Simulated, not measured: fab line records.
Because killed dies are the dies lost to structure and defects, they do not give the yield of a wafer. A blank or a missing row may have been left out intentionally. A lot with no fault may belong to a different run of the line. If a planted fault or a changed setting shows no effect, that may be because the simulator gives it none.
Matching of chambers ; flow n5_finfet ; N5_BEOL_M7_CVD_78 on cvd_co-02 has 3 sister chambers
The step deposits Co from CCTBA/H2, target thk 2 nm, time 142.3 s. 14 wafers are shown with their chamber, then 6 later ones without.

WAFERS WITH THEIR CHAMBER
wafer;chamber;run_length_s (s)
L210.1;0;164.7
L210.2;1;164.5
L210.3;2;165.6
L212.1;2;165.2
L212.2;0;164.9
L212.6;0;164.6
L211.2;0;164.7
L211.5;2;165.9
L211.6;1;164.5
L215.1;2;165.1
L215.3;0;165.1
L215.6;2;165.3
L217.2;0;164.9
L217.5;2;165.2

SIGNATURES (averages over the wafers above)
reading;chamber 0;chamber 1;chamber 2;scatter within a chamber
run_length_s;164.817;164.500;165.383;0.241
Rule: a wafer lies at a distance from a chamber equal to the root of the sum of squares, over the readings, of (its reading less the chamber's mean, divided by the reading's scatter). The wafer belongs to the nearest chamber; if the next one is less than 2 further off, it can't be placed. The scatter: take each reading less its chamber's mean, square it, sum over the shown wafers, divide by the number of wafers less the number of chambers, and take the root.

WAFERS WITHOUT THEIR CHAMBER
wafer;run_length_s (s)
L217.6;165.2
L216.3;166.0
L216.4;164.6
L216.5;165.1
L221.1;165.7
L221.3;164.6

CHAMBER TAKEN BY EACH
wafer;from the rows above;in truth
L217.6;can't be placed: 2 or 0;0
L216.3;2;2
L216.4;can't be placed: 1 or 0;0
L216.5;can't be placed: 0 or 2 or 1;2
L221.1;2;2
L221.3;can't be placed: 1 or 0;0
Correctly placed: 2 of 6. These rows do not allow placing 4 (true chamber among the candidates in 4). Number placed wrongly: 0.
